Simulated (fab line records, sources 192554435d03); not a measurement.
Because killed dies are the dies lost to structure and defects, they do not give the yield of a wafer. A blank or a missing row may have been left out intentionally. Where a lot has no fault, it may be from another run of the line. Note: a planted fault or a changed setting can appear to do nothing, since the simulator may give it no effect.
A lot that was struck, set against a sound lot + flow n5-finfet + 25 steps out of a route of 1938
Sound: the wafers L951.1, L951.4, L951.5. Struck: wafer L950.2 (L950.1, L950.6, from the same lot, were not struck and are left out); the cause is given at the end.
Per side, at each step with rows, come the tool, then ch with its chambers, and then its first start. Under that, the readings that differ: sound wafers + struck wafers + difference of the means + sigmas: that difference in standard deviations of wafers without a fault.
alike: same words and numbers on both sides, and readings whose means sit less than 2 such deviations apart. not compared: any withheld reading, any reading some wafer has no value for, any bound like >300 that may hide the same value, and any number with overlapping values for which the record gives no deviation.
A row with sigmas, a row that says differs or no value, or rows on one side alone: a step with any of these is where the two part. Non-overlapping numbers with no deviation appear without sigmas and do not part them. Lack of a reading on every wafer of one side parts them only where that side has two or more wafers.

first, 9 steps without rows for these wafers: N5_BEOL_M2_ANNEAL_95 (time 240 s); N5_BEOL_M2_SPUTTER_96 (material Cu, target thk 4.5 nm, time 8.29 s); N5_BEOL_M2_ECD_50 (material Cu, target thk 300 nm); N5_BEOL_M2_ANNEAL_51 (time 90 s); N5_BEOL_M2_CMP_52 (polishes, stops on SiOC, t overpolish 6.8 s, target thk 40 nm); N5_BEOL_M2_PRE_CLEAN_60 (time 15 s); N5_BEOL_M2_CO_CAP_55 (material Co, precursor CCTBA/H2, target thk 2 nm, time 102.1 s); N5_BEOL_M2_PRE_CLEAN_56 (time 15 s); N5_BEOL_M2_DEP_57 (deposits SiCN from 3MS/NH3, target thk 8 nm, time 14 s).
N5_BEOL_M3_ILD_DEP_00: deposits SiOC from DEMS/O2, target thk 79 nm, time 15.3 s.
  sound on pecvd-03 ch 0,1, day 10 20:59; struck on pecvd-03 ch 2, day 10 22:47
| reading                | sound          | struck | difference | sigmas |
|------------------------|----------------|--------|------------|--------|
| throttle-valve-pct (%) | 13.1 12.3 13.1 | 11.4   | -1.4       | -3     |
  alike: heater-power-w, showerhead-plenum-p-Torr
then, 11 steps without rows for these wafers: N5_BEOL_M3_PECVD_72 (deposits SiO2 from TEOS/O2, target thk 16 nm, time 18 s); N5_BEOL_M3_HM_DEP_02 (deposits TiN, target thk 20 nm); N5_BEOL_M3_COAT_61 (time 60 s, resist thk 60 nm); N5_BEOL_M3_COAT_62 (time 60 s, resist thk 12 nm); N5_BEOL_M3_COAT_73 (time 60 s, resist thk 5 nm); N5_BEOL_M3_COAT_05 (resist thk 30 nm); N5_BEOL_M3_EBR_07; N5_BEOL_M3_SOFTBAKE_06 (time 60 s); N5_BEOL_M3_EXPOSE_08 (exposes mask M3); N5_BEOL_M3_PEB_09 (peb time 60 s); N5_BEOL_M3_DEVELOP_10 (develop time 30 s).
N5_BEOL_M3_INSPECT_13: inspects for defects (brightfield).
  sound on defect-inspect-02 at day 10 22:28; struck on defect-inspect-02 at day 11 01:46
| reading          | sound       | struck | difference | sigmas |
|------------------|-------------|--------|------------|--------|
| raw-defect-count | 391 467 395 | 1608   | +1190      | +15    |
then, 1 step without rows for these wafers: N5_BEOL_M3_DESCUM_16 (chemistry O2, time 7 s).
N5_BEOL_M4_RC_MEAS_101:
  sound on prober-01 ch 0, day 11 16:41; struck on prober-01 ch 0, day 11 19:35
  alike: DIBL_N, DIBL_P, IOFF_N, IOFF_P, ION_N, ION_P, SS_N, SS_P, VT_N, VT_P
-- the record jumps here: 4 days lie between the struck wafers' starts before and after (it left off in module BEOL_M4 and takes up again in module PASSIVATION, whose first step shown is number 1936 of the route) --
N5_PASSIVATION_PROBE_49:
  rows exist in the record for the struck wafers here (prober-02, day 16 07:22), but not for the sound ones

## WHERE THEY PART
At N5_BEOL_M3_ILD_DEP_00 first; at N5_PASSIVATION_PROBE_49 last (within this record only).

WHY: whatever the simulator had introduced
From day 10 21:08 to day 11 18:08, pecvd-03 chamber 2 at N5_BEOL_M3_ILD_DEP_00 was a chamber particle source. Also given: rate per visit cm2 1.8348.
